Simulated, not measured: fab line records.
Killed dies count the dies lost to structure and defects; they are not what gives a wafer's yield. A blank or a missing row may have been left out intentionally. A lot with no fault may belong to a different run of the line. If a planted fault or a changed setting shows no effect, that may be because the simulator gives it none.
Matching of chambers / flow n5_finfet / N5_SD_EPI_N_DESCUM_14 on rie_diel-03: 4 sister chambers
The step chemistry O2, time 7.9 s. 8 wafers are shown with their chamber, then 8 later ones without.

## WAFERS PAIRED WITH THEIR CHAMBERS
wafer=L077.1; chamber=2; showerhead_plenum_p_Torr (Torr)=2.01; throttle_valve_pct (%)=20.32
wafer=L080.2; chamber=3; showerhead_plenum_p_Torr (Torr)=2.13; throttle_valve_pct (%)=20.23
wafer=L084.1; chamber=0; showerhead_plenum_p_Torr (Torr)=2.17; throttle_valve_pct (%)=20.79
wafer=L084.3; chamber=3; showerhead_plenum_p_Torr (Torr)=2.13; throttle_valve_pct (%)=20.26
wafer=L086.1; chamber=1; showerhead_plenum_p_Torr (Torr)=1.98; throttle_valve_pct (%)=20.53
wafer=L086.2; chamber=0; showerhead_plenum_p_Torr (Torr)=2.17; throttle_valve_pct (%)=20.81
wafer=L086.5; chamber=2; showerhead_plenum_p_Torr (Torr)=2.00; throttle_valve_pct (%)=20.35
wafer=L089.2; chamber=1; showerhead_plenum_p_Torr (Torr)=1.98; throttle_valve_pct (%)=20.54

## WAFERS WHOSE CHAMBER IS MISSING
wafer=L089.4; showerhead_plenum_p_Torr (Torr)=2.12; throttle_valve_pct (%)=20.26
wafer=L089.6; showerhead_plenum_p_Torr (Torr)=2.17; throttle_valve_pct (%)=20.82
wafer=L091.2; showerhead_plenum_p_Torr (Torr)=1.98; throttle_valve_pct (%)=20.57
wafer=L091.4; showerhead_plenum_p_Torr (Torr)=1.98; throttle_valve_pct (%)=20.55
wafer=L091.6; showerhead_plenum_p_Torr (Torr)=2.17; throttle_valve_pct (%)=20.82
wafer=L095.1; showerhead_plenum_p_Torr (Torr)=2.00; throttle_valve_pct (%)=20.36
wafer=L095.5; showerhead_plenum_p_Torr (Torr)=2.12; throttle_valve_pct (%)=20.29
wafer=L095.6; showerhead_plenum_p_Torr (Torr)=2.00; throttle_valve_pct (%)=20.36

## CHAMBER TAKEN BY EACH
wafer=L089.4; from the rows above=3; in truth=3
wafer=L089.6; from the rows above=0; in truth=0
wafer=L091.2; from the rows above=1; in truth=1
wafer=L091.4; from the rows above=1; in truth=1
wafer=L091.6; from the rows above=0; in truth=0
wafer=L095.1; from the rows above=2; in truth=2
wafer=L095.5; from the rows above=3; in truth=3
wafer=L095.6; from the rows above=2; in truth=2
8 of 8 placed correctly. Number that these rows cannot place: 0. Placed wrongly: 0.
How it was worked out, from the rows above alone: a wafer's distance from a chamber is the root of the sum, over the readings, of the square of ((its reading less the chamber's mean) divided by the reading's scatter). If the next closest chamber is less than 2 further off than the closest, the wafer can't be placed; otherwise it belongs to the closest. The mean given for a chamber averages the wafers shown for that chamber. How the scatter is found: for the shown wafers, subtract from each reading the mean of its chamber, square and add these, divide the total by (wafers less chambers), then take the root.
